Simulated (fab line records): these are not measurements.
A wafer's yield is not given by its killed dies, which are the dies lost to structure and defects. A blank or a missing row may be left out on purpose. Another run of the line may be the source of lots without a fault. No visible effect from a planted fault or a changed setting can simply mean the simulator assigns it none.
Chamber matching	flow nand-harc	4 sister chambers for NHARC_P_ZERO_WELL_DESCUM_13 on rie-diel-04
The step chemistry O2, time 3 s. 8 wafers are shown with their chamber, then 8 later ones without.

## EACH WAFER AND ITS CHAMBER
wafer	chamber	drypump-motor-current-A (A)	showerhead-plenum-p-Torr (Torr)
L213.5	3	5.60	1.98
L216.1	2	5.60	1.97
L216.2	0	5.76	2.06
L216.5	1	5.44	2.05
L220.4	0	5.82	2.06
L220.5	2	5.66	1.96
L220.6	1	5.47	2.04
L226.3	3	5.62	1.96

## WAFERS WHOSE CHAMBER IS MISSING
wafer	drypump-motor-current-A (A)	showerhead-plenum-p-Torr (Torr)
L226.5	5.78	2.05
L226.6	5.63	1.96
L227.2	5.45	2.04
L227.4	5.79	2.05
L227.6	5.46	2.04
L228.1	5.65	1.96
L228.2	5.46	2.04
L228.5	5.68	1.96

## CHAMBER TAKEN BY EACH
wafer	from the rows above	in truth
L226.5	0	0
L226.6	can't be placed: 2 or 3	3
L227.2	1	1
L227.4	0	0
L227.6	1	1
L228.1	can't be placed: 2 or 3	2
L228.2	1	1
L228.5	can't be placed: 2 or 3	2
Correct placement for 5 of the 8. Cannot be placed on the basis of these rows: 3; the candidates contain the true chamber in 3. 0 placed wrongly.
How it was worked out, from the rows above alone: a wafer's distance from a chamber is the root of the sum, over the readings, of the square of ((its reading less the chamber's mean) divided by the reading's scatter). If the next closest chamber is less than 2 further off than the closest, the wafer can't be placed; otherwise it belongs to the closest. The mean given for a chamber averages the wafers shown for that chamber. The scatter is the square root of a quotient: the sum, over the shown wafers, of each reading's squared deviation from its chamber's mean, divided by wafers minus chambers.
